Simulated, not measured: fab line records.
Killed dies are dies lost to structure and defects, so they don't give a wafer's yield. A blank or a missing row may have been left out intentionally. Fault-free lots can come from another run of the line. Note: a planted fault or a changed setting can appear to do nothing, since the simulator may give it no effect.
Matching of chambers || flow n5_finfet || cvd_co-02 running N5_BEOL_M1_PRE_CLEAN_60: 3 sister chambers
The step time 15 s. 3 wafers are shown with their chamber, then 12 later ones without.

WAFERS, EACH WITH ITS CHAMBER
{"wafer": "L089.1", "chamber": 2, "heater_power_w (W)": 115}
{"wafer": "L089.2", "chamber": 0, "heater_power_w (W)": 113}
{"wafer": "L089.3", "chamber": 1, "heater_power_w (W)": 76}

WAFERS WHOSE CHAMBER IS MISSING
{"wafer": "L092.1", "heater_power_w (W)": 112}
{"wafer": "L092.2", "heater_power_w (W)": 77}
{"wafer": "L092.5", "heater_power_w (W)": 115}
{"wafer": "L093.1", "heater_power_w (W)": 114}
{"wafer": "L093.4", "heater_power_w (W)": 78}
{"wafer": "L093.5", "heater_power_w (W)": 76}
{"wafer": "L096.3", "heater_power_w (W)": 115}
{"wafer": "L096.4", "heater_power_w (W)": 117}
{"wafer": "L096.6", "heater_power_w (W)": 77}
{"wafer": "L097.3", "heater_power_w (W)": 120}
{"wafer": "L097.4", "heater_power_w (W)": 112}
{"wafer": "L097.5", "heater_power_w (W)": 115}

EACH ONE'S CHAMBER
{"wafer": "L092.1", "from the rows above": "can't be placed: 0 or 2", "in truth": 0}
{"wafer": "L092.2", "from the rows above": 1, "in truth": 1}
{"wafer": "L092.5", "from the rows above": "can't be placed: 2 or 0", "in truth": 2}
{"wafer": "L093.1", "from the rows above": "can't be placed: 0 or 2", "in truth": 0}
{"wafer": "L093.4", "from the rows above": 1, "in truth": 1}
{"wafer": "L093.5", "from the rows above": 1, "in truth": 1}
{"wafer": "L096.3", "from the rows above": "can't be placed: 2 or 0", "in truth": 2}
{"wafer": "L096.4", "from the rows above": "can't be placed: 2 or 0", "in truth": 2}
{"wafer": "L096.6", "from the rows above": 1, "in truth": 1}
{"wafer": "L097.3", "from the rows above": "can't be placed: 2 or 0", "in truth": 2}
{"wafer": "L097.4", "from the rows above": "can't be placed: 0 or 2", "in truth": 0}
{"wafer": "L097.5", "from the rows above": "can't be placed: 2 or 0", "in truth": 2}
Placed correctly: 4 of 12. These rows do not allow placing 8 (true chamber among the candidates in 8). Number placed wrongly: 0.
How it was worked out, from the rows above alone: a wafer's distance from a chamber is the root of the sum, over the readings, of the square of ((its reading less the chamber's mean) divided by the reading's scatter). The wafer belongs to the nearest chamber; if the next one is less than 2 further off, it can't be placed. For every chamber, the mean is computed from those of its wafers that are shown. The scatter: root of mean squared gap, hidden wafer to nearest shown wafer, with one shown wafer a chamber.
